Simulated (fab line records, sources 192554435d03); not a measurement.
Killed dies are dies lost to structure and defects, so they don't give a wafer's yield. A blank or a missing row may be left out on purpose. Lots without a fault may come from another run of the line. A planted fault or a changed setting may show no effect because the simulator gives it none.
fab line records | flow n5_finfet
record lots=5 wafers=14 last_day=20
route steps=1938 shown BEOL_M4@1099 BEOL_M5@1112 PASSIVATION@1936
lots that met no fault: from a run of the same line without faults
start_h: hours from the record's first day to the start of the lot's first wafer shown | wait_h: hours since the lot's step before | " the same as in the row above | L1.1+2: a row that stands for several wafers | - no value, or no start given | * or withheld: withheld | < > ~ a bound
route shown NAME@n: a module of which the file shows steps, and the number in the route of the first | usual: mean/standard deviation of fault-free wafers | same: alike in all rows | chamber/n: place in a boat | sites: the reading at each site | _std_site: their standard deviation | _edge_site: outer sites' mean less inner sites' | radius_mm: how far each site lies from the wafer's centre | mask NAME#n: copy n | behind: the tool/chamber that last shaped the wafer | hold: why the lot was held/for how many hours/how that ended | device: the transistor (n, p or np) that didn't switch | end of line: the same wafers' tests at the end of the route | a step without rows: its recipe alone | killed: dies lost to structure and defects at the first sort, not the wafer's yield | map: a wafer's dies, x killed, . not, _ none there
set.NAME: the setting as run; set.NAME@STEP: as run at that earlier step | model.NAME: the simulator's own value behind a step, which no gauge read
lots at some steps of the route; a table a step, a row a wafer
services: from which hour (start_h, from the record's first day; less than 0 if before it) a tool's chamber was out of use, for how many hours, and why
## steps
# step N5_BEOL_M4_ANNEAL_95
# recipe temp_c=400 time_s=240 ambient=vacuum
# step N5_BEOL_M4_SPUTTER_96
# recipe material=Cu target_thk_a=45 temp_c=-20 chamber_pressure_pa=0.07 power_w=withheld time_s=8.29
# step N5_BEOL_M4_ECD_50
# recipe material=Cu target_thk_a=3000
# step N5_BEOL_M4_ANNEAL_51
# recipe temp_c=225 time_s=90 ambient=N2
# step N5_BEOL_M4_CMP_52
# recipe stop_on=SiOC t_overpolish_s=6.8 down_force_psi=1 platen_rpm=50 clearing_platen_down_force_psi=1.5 clearing_platen_rpm=50 post_cmp_clean=cu_alkaline target_thk_nm=40 clearing_platen_pad_velocity_m_s=0.99484 pad_velocity_m_s=0.99484
# step N5_BEOL_M4_PRE_CLEAN_60
# recipe gas=NH3/H2 time_s=15 temp_c=* rf_power_w=300
# step N5_BEOL_M4_CO_CAP_55
# recipe material=Co target_thk_a=20 temp_c=200 precursor=CCTBA/H2 pressure_torr=30 time_s=102.1
# step N5_BEOL_M4_PRE_CLEAN_56
# recipe gas=NH3 time_s=15 temp_c=withheld rf_power_w=300
# step N5_BEOL_M4_DEP_57
# recipe material=SiCN target_thk_a=80 temp_c=withheld precursor=3MS/NH3 pressure_torr=3 rf_w=202 time_s=14
# step N5_BEOL_M4_RC_MEAS_101
# usual DIBL_N=37.0/1.6 DIBL_P=37.0/2.1 IOFF_N=0.17/0.032 IOFF_P=0.22/0.043 ION_N=679/13 ION_P=465/9.5 SS_N=71.7/0.59 SS_P=73.6/0.64 VT_N=249/3.2 VT_P=-249/4.1
# columns lot.wafer tool chamber start_h wait_h DIBL_N[mV/V] DIBL_P[mV/V] IOFF_N[nA/um] IOFF_P[nA/um] ION_N[uA/um] ION_P[uA/um] SS_N[mV/dec] SS_P[mV/dec] VT_N[mV] VT_P[mV]
L259.1 prober-01 0 229.59 0.0 38.7 40.1 0.21 0.27 687 466 72.3 74.4 246 -250
L259.2 " 0 " " 36.7 37.1 0.17 0.22 680 462 71.7 73.4 248 -248
L259.5 " 0 " " 37.5 37.5 0.18 0.23 694 471 71.5 73.1 247 -250
L266.2 prober-01 0 295.60 0.2 35.2 35.1 0.14 0.19 687 471 70.6 72.8 252 -250
L266.3 " 0 " " 38.4 38.3 0.19 0.24 688 464 71.5 74.5 248 -247
L264.2 prober-02 0 298.71 0.2 38.1 38.1 0.21 0.27 683 468 72.0 74.0 246 -242
L264.3 " 0 " " 34.7 35.4 0.15 0.21 695 471 70.9 72.8 250 -248
L264.4 " 0 " " 38.3 40.5 0.23 0.32 702 483 72.1 73.9 245 -243
L269.2 prober-01 0 319.94 0.2 35.0 36.7 0.13 0.21 659 463 71.3 73.5 252 -248
L269.3 " 0 " " 38.8 40.2 0.21 0.29 696 479 71.8 74.4 247 -243
L269.6 " 0 " " 39.3 39.8 0.21 0.28 681 464 73.1 75.2 249 -248
L281.1 prober-01 0 377.17 0.0 38.2 37.2 0.19 0.23 689 466 72.1 73.6 248 -249
L281.2 " 0 " " 37.0 35.8 0.16 0.20 669 456 72.4 73.4 249 -251
L281.5 " 0 " " 36.0 33.9 0.14 0.18 665 451 72.0 73.6 252 -252
# step N5_BEOL_M5_ILD_DEP_00
# recipe material=SiCOH_lowk target_thk_a=1406.4 temp_c=300 precursor=DEMS/porogen pressure_torr=5 rf_w=500 time_s=25.9
# step N5_BEOL_M5_CURE_79
# recipe temp_c=385 time_s=240 ambient=He/Ar material=SiCOH_lowk
# step N5_BEOL_M5_PECVD_70
# recipe material=SiO2 target_thk_a=160 temp_c=400 precursor=TEOS/O2 pressure_torr=5.5 rf_w=450 teos_flow_sccm=53.8 gas=O2 flow_sccm=3000 time_s=18
# step N5_BEOL_M5_HM_DEP_02
# recipe material=TiN target_thk_a=200 temp_c=25 chamber_pressure_pa=0.49996
# step N5_BEOL_M5_COAT_59
# recipe resist=SOC temp_c=250 time_s=60 spin_rpm=1500 resist_thk_nm=60
# step N5_BEOL_M5_COAT_60
# recipe resist=SiARC temp_c=220 time_s=60 spin_rpm=1500 resist_thk_nm=12
# step N5_BEOL_M5_COAT_71
# recipe resist=underlayer temp_c=205 time_s=60 spin_rpm=1500 resist_thk_nm=5
# step N5_BEOL_M5_COAT_05
# recipe resist=CAR-EUV spin_rpm=1500 resist_thk_nm=30
# step N5_BEOL_M5_EBR_07
# recipe solvent=PGMEA ebr_width_mm=1.5
# step N5_BEOL_M5_SOFTBAKE_06
# recipe temp_c=110 time_s=60 resist=CAR-EUV
# step N5_BEOL_M5_EXPOSE_08
# recipe mask_id=M5 na=0.33 source_shape=annular sigma_inner=0.4 sigma_outer=0.8 polarization=unpolarized target_cd_nm=28 dose_mj=35.75
# step N5_BEOL_M5_PEB_09
# recipe peb_temp_c=100 peb_time_s=60 resist=CAR-EUV
# step N5_BEOL_M5_DEVELOP_10
# recipe develop_time_s=30 developer=TMAH resist=CAR-EUV rinse_liquid=surfactant_rinse dry=air_spin dev_temp_c=23
# step N5_BEOL_M5_DESCUM_16
# recipe chemistry=O2 time_s=7 source_power_w=50 bias_power_w=20 pressure_mtorr=20 rf_frequency_hz=2.712e+07 temp_c=40 resist=CAR-EUV o2_flow_sccm=225
# step N5_BEOL_M5_ETCH_72
# recipe chemistry=N2/H2 target=underlayer target_depth_a=65 mask_material=CAR-EUV time_s=5.2 ion_energy_ev=200 pressure_mtorr=30 source_w=840 bias_w=150 n2_flow_sccm=200 h2_flow_sccm=200 ends=cleared
# step N5_BEOL_M5_ETCH_61
# recipe chemistry=CF4 target=SiARC target_depth_a=156 mask_material=CAR-EUV time_s=26 ion_energy_ev=80 pressure_mtorr=40 source_w=545 bias_w=36 Ar_flow_sccm=100 cf4_flow_sccm=100 ends=cleared
# step N5_BEOL_M5_ETCH_62
# recipe chemistry=N2/H2 target=SOC target_depth_a=750 overetch_a=150 mask_material=SiARC temp_c=40 time_s=112.5 ion_energy_ev=200 pressure_mtorr=30 source_w=840 bias_w=150 n2_flow_sccm=200 h2_flow_sccm=200
# step N5_BEOL_M5_STRIP_63
# recipe chemistry=N2/H2 temp_c=40 n2_flow_sccm=200 h2_flow_sccm=200 rf_frequency_hz=6e+07
# step N5_BEOL_M5_STRIP_73
# recipe chemistry=N2/H2 temp_c=40 n2_flow_sccm=200 h2_flow_sccm=200 rf_frequency_hz=6e+07
# step N5_BEOL_M5_STRIP_64
# recipe chemistry=CF4 resist=SiARC power_w=300 bias_power_w=75 pressure_mtorr=50 cf4_flow_sccm=150 rf_frequency_hz=6e+07
# step N5_BEOL_M5_HM_OPEN_17
# recipe chemistry=Cl2/BCl3 target_depth_a=200 overetch_a=60 target=TiN mask_material=SOC ion_energy_ev=150 pressure_mtorr=10 icp_w=1000 bias_w=126 Cl2_flow_sccm=53.25 bcl3_flow_sccm=21.75 Ar_flow_sccm=25
# step N5_BEOL_M5_STRIP_19
# recipe chemistry=O2 power_w=400 temp_c=40 pressure_mtorr=30 rf_frequency_hz=6e+07 bias_power_w=0 overash_fraction=0.2 o2_flow_sccm=225
# step N5_BEOL_M5_COAT_65
# recipe resist=SOC temp_c=250 time_s=60 spin_rpm=1500 resist_thk_nm=60
# step N5_BEOL_M5_COAT_66
# recipe resist=SiARC temp_c=220 time_s=60 spin_rpm=1500 resist_thk_nm=12
# step N5_BEOL_M5_TRENCH_ETCH_37
# recipe chemistry=C4F6/O2 target_depth_a=716.52 target=SiCOH_lowk time_s=24.7 ion_energy_ev=250 pressure_mtorr=30 source_w=345 bias_w=185 Ar_flow_sccm=300 C4F6_flow_sccm=10 O2_flow_sccm=10
# usual bias_w=185.0/0.57 chamber_pressure_mTorr=30.00/0.031 drypump_motor_current_A=5.9/0.36 oes_ar_750_au=0.82/0.074 oes_product_au=0.82/0.077 rf_vpp_V=656/9.4 showerhead_plenum_p_Torr=2.81/0.1 throttle_valve_pct=20.78/0.22
# columns lot.wafer tool chamber start_h wait_h bias_w chamber_pressure_mTorr drypump_motor_current_A oes_ar_750_au oes_product_au rf_hours_counter_h rf_vpp_V showerhead_plenum_p_Torr throttle_valve_pct model.BEOL_M5.feature_depth_nm model.etch.depth_nm model.TiN_of_BEOL_M5_HM_DEP_02.thk_nm
L259.1 rie_diel-01 1 236.93 - 185.2 29.97 6.1 0.79 0.77 129 644 2.74 20.85 71.2 71.1 17.6
L259.2 " 0 " " 186.0 29.98 6.1 0.79 0.80 118 672 2.62 21.02 74.2 74.22 17.2
L259.5 " 1 " " 184.8 29.98 6.1 0.77 0.77 - 642 2.74 20.85 71.2 71.19 17.6
L266.2 rie_diel-01 1 301.55 - 184.7 30.02 6.1 0.76 1.07 146 645 2.73 21.00 118.8 118.8 16.4
L266.3 " 3 " " 184.0 30.04 6.3 0.75 1.07 192 655 2.96 21.35 121 121 16.4
L264.2 rie_diel-01 1 304.93 - 185.0 30.01 6.1 0.77 1.07 147 644 2.73 20.98 119.4 119.3 16.4
L264.3 " 3 " " 185.2 30.03 6.3 0.75 1.06 194 656 2.96 21.35 120.6 120.7 16.4
L264.4 " 2 " " 184.2 29.99 6.1 0.88 0.88 37 653 2.90 20.57 73.4 73.47 18
L269.2 rie_diel-01 1 325.24 - 183.9 29.97 6.1 0.76 1.06 154 643 2.73 21.00 118.8 118.8 16.6
L269.3 " 2 " " 185.3 29.99 6.1 0.88 1.24 43 653 2.90 20.66 123 123 16.2
L269.6 " 2 " " 184.1 30.05 6.1 0.88 0.87 - 656 2.90 20.55 73.6 73.68 17.8
L281.1 rie_diel-06 0 381.37 - 185.3 30.02 5.9 0.81 0.79 79 654 2.78 20.45 70.4 70.41 17.4
L281.2 " 2 " " 185.0 30.03 5.2 0.85 0.87 43 664 2.89 20.61 73.8 73.78 17.2
L281.5 " 1 " " 185.5 30.00 5.7 0.90 0.91 - 658 2.89 20.53 71.4 71.38 17.4
# step N5_BEOL_M5_OCD_MEAS_38
# usual trench_depth_nm=71.9/1.5
# columns lot.wafer tool chamber start_h wait_h trench_depth_nm
L259.1 ocd-02 - 237.08 - 70.8
L259.2 " - " " 74.5
L259.5 " - " " 71.4
L266.2 ocd-02 - 301.71 - 118.4
L266.3 " - " " 121.0
L264.2 ocd-01 - 305.08 - 118.8
L264.3 " - " " 120.6
L264.4 " - " " 73.4
L269.2 ocd-02 - 325.40 - 118.6
L269.3 " - " " 123.3
L269.6 " - " " 73.6
L281.1 ocd-02 - 381.52 - 70.3
L281.2 " - " " 74.0
L281.5 " - " " 71.4
# step N5_BEOL_M5_CMP_52
# recipe stop_on=SiCOH_lowk t_overpolish_s=6.9 down_force_psi=1 platen_rpm=50 clearing_platen_down_force_psi=1.5 clearing_platen_rpm=50 post_cmp_clean=cu_alkaline target_thk_nm=62 clearing_platen_pad_velocity_m_s=0.99484 pad_velocity_m_s=0.99484
# usual motor_current_A=5.9/0.66
# columns lot.wafer tool chamber start_h wait_h motor_current_A model.Cu_of_BEOL_M5_ECD_50.thk_nm
L259.1 cmp-01 3 243.70 0.3 5.7 60.4
L259.2 " 0 " " 6.6 64.4
L259.5 " 1 " " 6.7 58.8
L266.3 cmp-02 3 308.49 0.2 4.8 109.2
L266.2 " 1 " " 4.8 108.2
L264.4 cmp-01 2 312.07 0.2 6.2 64
L264.2 " 0 " " 6.8 109
L264.3 " 1 " " 7.0 111
L269.2 cmp-02 2 331.90 0.3 6.2 109.2
L269.3 " 3 " " 5.0 111
L269.6 " 0 " " 6.1 64.2
L281.1 cmp-02 3 388.57 0.3 5.2 61.4
L281.2 " 2 " " 5.8 64.6
L281.5 " 3 " " 5.0 60.6
# step N5_BEOL_M5_THK_MEAS_53
# recipe thk_meas_gauge=xrf reads=Cu_of_BEOL_M5_ECD_50
# usual M5_THK=61.3/1.9
# columns lot.wafer tool chamber start_h wait_h M5_THK[nm]
L259.1 film_metro-01 - 243.91 - 59.9
L259.2 " - " " 64.0
L259.5 " - " " 58.2
L266.2 film_metro-01 - 308.75 - 106.8
L266.3 " - " " 107.6
L264.2 film_metro-01 - 312.37 - 108.1
L264.3 " - " " 110.5
L264.4 " - " " 63.5
L269.2 film_metro-01 - 332.12 - 107.3
L269.3 " - " " 110.3
L269.6 " - " " 63.5
L281.1 film_metro-01 - 388.87 - 60.8
L281.2 " - " " 64.1
L281.5 " - " " 60.0
# step N5_BEOL_M5_RS_MEAS_57
# recipe thk_meas_gauge=four-point-probe reads=Co_of_BEOL_M5_CO_CAP_78+Cu_of_BEOL_M5_ECD_50+Co_of_BEOL_M5_CVD_47+TaN_of_BEOL_M5_ALD_86
# usual M5_RS=0.387/0.015
# columns lot.wafer tool chamber start_h wait_h M5_RS[ohm/sq]
L259.1 film_metro-01 - 244.18 0.0 0.398
L259.2 " - " " 0.370
L259.5 " - " " 0.413
L266.2 film_metro-01 - 309.01 0.1 0.202
L266.3 " - " " 0.200
L264.2 film_metro-02 - 312.69 0.1 0.199
L264.3 " - " " 0.196
L264.4 " - " " 0.372
L269.2 film_metro-01 - 332.38 0.1 0.200
L269.3 " - " " 0.196
L269.6 " - " " 0.370
L281.1 film_metro-01 - 389.16 0.1 0.392
L281.2 " - " " 0.368
L281.5 " - " " 0.396
# step N5_PASSIVATION_PROBE_49
# usual defect_limited_yield=91.2/1.6 killed_at_M0_to_M3=33/11 killed_at_M4_up=14/5 killed_at_contacts=12/5.8 killed_at_front_end=41/12 killed_at_other=3.5/2.9 killed_dies=104/19 killed_on_rim=13/4.2 killed_open=68/14 killed_short=34/8.8 sort_bin_5_function=5.2/1.1 sort_bin_6_memory=3.2/0.71 sort_n_pass=1076/19 sort_yield_pct=91.2/1.6
# same gross_dies=1180 killed_at_back_side=0 sort_bin_4_leakage[%]=0 sort_bin_8_speed[%]=0
# columns lot.wafer tool chamber start_h wait_h defect_limited_yield[%] killed_at_M0_to_M3 killed_at_M4_up killed_at_contacts killed_at_front_end killed_at_other killed_dies killed_on_rim killed_open killed_short sort_bin_5_function[%] sort_bin_6_memory[%] sort_n_pass sort_yield_pct[%]
L266.2 prober-02 - 397.91 0.1 17.2 22 882 20 52 1 977 119 84 25 5.5 3.6 203 17.2
L266.3 prober-02 - 397.96 0.1 8.5 34 965 8 69 4 1080 128 67 50 5.6 3.8 100 8.5
L264.2 prober-01 - 406.60 0.1 3.0 54 1033 3 54 1 1145 148 75 48 5.4 4.5 35 3.0
L264.3 prober-01 - 406.65 0.1 3.1 55 1024 7 56 2 1144 152 81 57 7.5 3.8 36 3.1
L264.4 prober-01 - 406.70 0.2 90.6 42 23 2 41 3 111 11 64 46 5.0 3.7 1069 90.6
L269.2 prober-01 - 423.05 0.1 7.5 65 974 15 37 1 1092 142 102 36 6.9 4.5 88 7.5
L269.3 prober-01 - 423.10 0.1 4.4 31 1069 5 21 2 1128 146 49 23 3.1 3.1 52 4.4
# killed by level:class
L266.2 BEOL_M5:area_etch=868 MOL_CONTACT_COAG:geometric_particle:open=18 FIN_SAQP:geometric_particle:open=15 STI_FIN_REVEAL:geometric_particle:open=15 BEOL_M3:geometric_particle:open=12 FIN_SAQP:geometric_particle:short=10 BEOL_M4:geometric_particle:open=7 BEOL_M4:geometric_particle:short=3
L266.3 BEOL_M5:area_etch=954 STI_FIN_REVEAL:geometric_particle:open=13 FIN_SAQP:geometric_particle:open=12 FIN_SAQP:geometric_particle:short=11 BEOL_M0_SAQP:geometric_particle:short=10 HKMG_FIN:area_etch=8 MOL_CONTACT_COAG:geometric_particle:open=7 DUMMY_GATE:geometric_particle:open=6
L264.2 BEOL_M5:area_etch=1012 BEOL_M0_SAQP:geometric_particle:short=22 BEOL_M0_SAQP:geometric_particle:open=14 FIN_SAQP:geometric_particle:short=13 HKMG_FIN:area_etch=10 BEOL_M2:geometric_particle:open=9 DUMMY_GATE:geometric_particle:open=8 FIN_SAQP:geometric_particle:open=6
L264.3 BEOL_M5:area_etch=1006 FIN_SAQP:geometric_particle:short=19 BEOL_M0_SAQP:geometric_particle:open=17 BEOL_M0_SAQP:geometric_particle:short=16 BEOL_M4:geometric_particle:open=10 BEOL_M1:geometric_particle:open=9 FIN_SAQP:geometric_particle:open=7 GATE_CUT:geometric_particle:short=7
L264.4 BEOL_M0_SAQP:geometric_particle:short=14 FIN_SAQP:geometric_particle:short=13 BEOL_M4:geometric_particle:open=9 DUMMY_GATE:geometric_particle:open=8 BEOL_M0_SAQP:geometric_particle:open=8 BEOL_M1:geometric_particle:open=5 GATE_CUT:geometric_particle:open=4 BEOL_M3:geometric_particle:open=4
L269.2 BEOL_M5:area_etch=952 BEOL_M2:geometric_particle:open=16 MOL_CONTACT_COAG:geometric_particle:open=13 BEOL_M1:geometric_particle:open=13 BEOL_M4:geometric_particle:open=11 FIN_SAQP:geometric_particle:open=10 BEOL_M0_SAQP:geometric_particle:short=9 BEOL_M1:geometric_particle:short=9
L269.3 BEOL_M5:area_etch=1054 BEOL_M3:geometric_particle:open=11 BEOL_M2:geometric_particle:open=7 BEOL_M1:geometric_particle:open=6 FIN_SAQP:geometric_particle:short=5 STARTING-WAFER:geometric_particle:short=5 BEOL_M4:geometric_particle:open=4 DUMMY_GATE:geometric_particle:open=3
# map L264.2 (x killed, . not)
_________________xxxxxxxxxxxx________________
______________xxxxxxxxxxxxxxxxxx_____________
___________xxxxxxxx.xxxxxxxxxxxxxxx__________
__________xxxxxxxxxxxxxxx.xxxxxxxxxx_________
________xxxxxxxxxxxxxx.xxxxxxxxxxxxxxx_______
_______xx.xxxxxx.xxxxxxxxxxxxxxxxxxxxxx______
______xxxxxxxxxxxxxxxxxxxxxxxxx.xxxxxxxx_____
_____xxxxxxxxxxxx.xxxxxxxxxxxxxxxxxxxxxxx____
____xxxxxxxxxxxxxxxxxxxx.xxxxxxxxxxxxxxxxx___
___xxxxxxxxxxxxxxxxxxxxxxxxxxxxxxxx.xxxxxxx__
___xxxxxxxxxxxxxxxxxxxxxxxxxx.xxxxxxxxxxxxx__
__x.xxxxxxxxxxxxxxxxxxxxxxxxxxxxxx.xx.xxxxxx_
__xxxxx.xxxxxxxxxxxx.xxxxxxxxxxxxxxxxxxxxxxx_
_xxxxxxxxxxxxxxxxxxxxxxxxxxxxxxxxxxxxxx.xxxxx
_xxxxxxxxxxxxxxxxxxxxxxxxx.x.xxxxxxxxxxxxxxxx
_x.xxxxxxxxxxxxxxxxxxxxxxxxxxxxxxxxxxxxxxxxxx
_xxxxxxxxxxxxxxxxxxxxxxxxxxxxxxxxxxxxxxxxxxxx
_xxxxxxxxxxxxxxxxxxxxxxxxxxxxxxxxxxxxxxxxxxxx
_xxxxxxxxxxxxxxxxxxxxxxxxxxxxxxxxxxxxxxx.xxxx
_xxxx.xx.xxxxxxxxxxxxxxxxxxxxxxxxxx.xxxxxxxxx
_xxxxxxxxxxxxxxxxxxxxxxxxxxxxxxxxxxxxxx.xxxxx
__xxx.xxxxxxxxxxxxxxxxxxxxxxxxxxxxxxxxxxxxxx_
__xxxxxxxxxxxxxxxxxxxxxxxxxxxxxxxxxxxxxxxxxx_
___xxxxxxxxxxxxxxxxxxxxxxxxxxxxxxxxxxxxxxxx__
___xxxxxxxxxxxxxx.xxxxxxxxxxxxxxxxxxxxxxxxx__
____xx.xxxxxxxxxxxxxxxxxxxxxxxxxxxxxxxxxxx___
_____xxxxxxxxxxxxxxxxxxxxx.xxxxxxxxxxxxxx____
______xxxxxxxxxxxxxxxxxxxxxxxxxxxxxxxxxx_____
_______xxxxxxxxxxxxxxxxxxxxxxxxxxxxxxxx______
________x.xxxxx.xxxxxxxxx.xxxxxxxxxxxx_______
__________xxx.xxxxxxxxxxxxxxxxxxxxxx_________
___________xxx.xxxxxxxxxxxxxxxxxxxx__________
______________xxxxxxxxxxxx.x.xxx_____________
_________________xxxxxxxxxxxx________________
# map L266.3 (x killed, . not)
_________________xxxxxxxxxxxx________________
______________xxxxxxxxxx.x.xxx.x_____________
___________xxxxxxxxxxxxxxxxxx.xxxxx__________
__________xxxxxxx.xxxxxxxxxxxxxxxxxx_________
________xxx.xxxxx.xxxxxxxx..xxxx.xxx.x_______
_______xxxxxxxxxxxxxxxxxxxxxxxx.xxxxxx.______
______xxxxxxxxxxxxxxxxxxxxxxxxxxxx.xx..x_____
_____xxxxxxxxxxxxxxxxxxxxxxxxxxxxx.xxxxxx____
____xxxxxxxxxxxxxxxxxxxxxxxxxxxxxx.xxxx.xx___
___xxxxxxxxxxxxxxxxxxxxxxxxxxxxx.xxxx.xxxxx__
___xxxxxxxxxxxxxxxxxxxxxxxxxxxxxxxxx.xxxx.x__
__xxxxxxxxxxxxxxxxxxxxxxxxxxxxxxxxxxxxxxxxx._
__xx.xxxxxxxxxxxxxxxxxxxxxxxxxxxxxxxxxxxxxxx_
_xxxxxxxxx.xxxxxxxxxxxxxx.xxxxxxxxxxxx.x.xxxx
_xxxxxxxxxxxxxxxxxxxxxxxxxxxxxxxxxxxxxxxxxxx.
_xxxxxxxxxxxxxxxxxxxxxxxxxxxxxxxxxxxx..xxxxxx
_xxxxxxxxxxxxxxxx.xxxxxxxxxxxxxxxxxxx..xx.xxx
_xxxxxxxxxxxxx..xxxxxx.xxxxxxxxxxxxxx.xxxx.xx
_xxxxxxxxxxxxxxxxxxxxxxxxxxxxxxxxxxxxxxxxxxx.
_.xxxxxxxxxxxxxxxxxxxxxxxxxxxxxxxxxxx.x.x.xxx
_xxxxxxxxxxxxxxx.xxxxxxxxxxxxxxxxxxxxxxx.xxx.
__xxxxxxxxxxxxxxxxxxxxxxxxxxxxx.xxxxxx.xxx.x_
__xxxxxxxxxxxxxxxxxxxxxxxxxxxxxxxxxx....xx.._
___xxxxxxxxxxxxxxxxxxxxxxxxxxxxxxxx.xxxxxx.__
___xxxxxxx.xxxxxxxx.x.xxxxxxxxxx.xxxx..xx.x__
____xxx.xxxxxxxxxxxxxxxxx.xxxxxx.x.xx.xxxx___
_____xxxxxxxxxxxx.xxxxxxxxxxxxxx.xxxxxxxx____
______xxxxxxxxxxxx.xxxxxx.xxxxxxx.xx.x.x_____
_______xxxxxxxxxxxxxxxxxx..xxxxxxxxxxxx______
________xxxxxxxx.xxxxxxxxxxxxx.x..x.xx_______
__________.xxxxxxxxxxxxxxxxxxxxxxx.._________
___________xxxxxxxxxxx.xxxxxxx.xxx.__________
______________xxxxx.xxxxxx..x..._____________
_________________xxxx.xxxxxx.________________
## services
# columns tool chamber start_h hours kind
rie_diel-06 3 227.99 10.4 repair
cmp-02 - 236.32 0.5 repair
cmp-02 - 237.59 4.0 pm
cmp-02 - 241.59 - consumable_replace:conditioner
cmp-02 - 241.59 - consumable_replace:pad
rie_diel-06 1 258.06 - clean
rie_diel-06 1 258.06 - consumable_replace:focus_ring
rie_diel-06 1 258.06 18.8 scheduled_down
rie_diel-06 1 258.06 18.8 vent_cycle
cmp-02 - 259.18 1.7 repair
rie_diel-01 1 259.69 10.5 repair
cmp-01 - 294.99 0.6 repair
cmp-02 - 321.19 1.3 repair
cmp-01 - 345.12 1.3 repair
cmp-01 - 359.73 4.0 pm
cmp-01 - 363.73 - consumable_replace:conditioner
cmp-01 - 363.73 - consumable_replace:pad
cmp-02 - 376.84 10.6 pm
## key
first_sign step=N5_BEOL_M5_TRENCH_ETCH_37 reading=oes_product_au direction=up sigmas=3.6 usual=0.82 struck=1.09
effect step=N5_BEOL_M5_OCD_MEAS_38 reading=trench_depth_nm direction=up sigmas=32 usual=71.9 struck=120.1
effect step=N5_BEOL_M5_THK_MEAS_53 reading=M5_THK direction=up sigmas=24 usual=61.3 struck=108.4
effect step=N5_BEOL_M5_RS_MEAS_57 reading=M5_RS direction=down sigmas=13 usual=0.387 struck=0.199
effect step=N5_PASSIVATION_PROBE_49 reading=killed_at_M4_up direction=up sigmas=99+ usual=14 struck=991
model_effect step=N5_BEOL_M5_TRENCH_ETCH_37 value=BEOL_M5.feature_depth_nm without=71.2 struck=120.3
model_effect step=N5_BEOL_M5_CMP_52 value=Cu_of_BEOL_M5_ECD_50.thk_nm without=60.57 struck=109.6
more_kills_born_at N5_BEOL_M5_TRENCH_ETCH_37@rie_diel-01=5846
met_at N5_BEOL_M5_TRENCH_ETCH_37
struck_wafers L264.2,L264.3,L266.2,L266.3,L269.2,L269.3
later_rows_left_out L264.2,L264.3,L266.2,L266.3,L269.2,L269.3
onset_between 236.93 301.55
fault kind=process_parameter_drift tool=rie_diel-01 chamber=- onset_h=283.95 steps=N5_BEOL_M5_TRENCH_ETCH_37 channel=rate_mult offset=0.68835 shape=step end_h=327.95 scope=struck_wafers_only
# later_rows_left_out: the simulator's readings of these wafers behind a module that went badly wrong aren't trusted and aren't shown, but for the sort
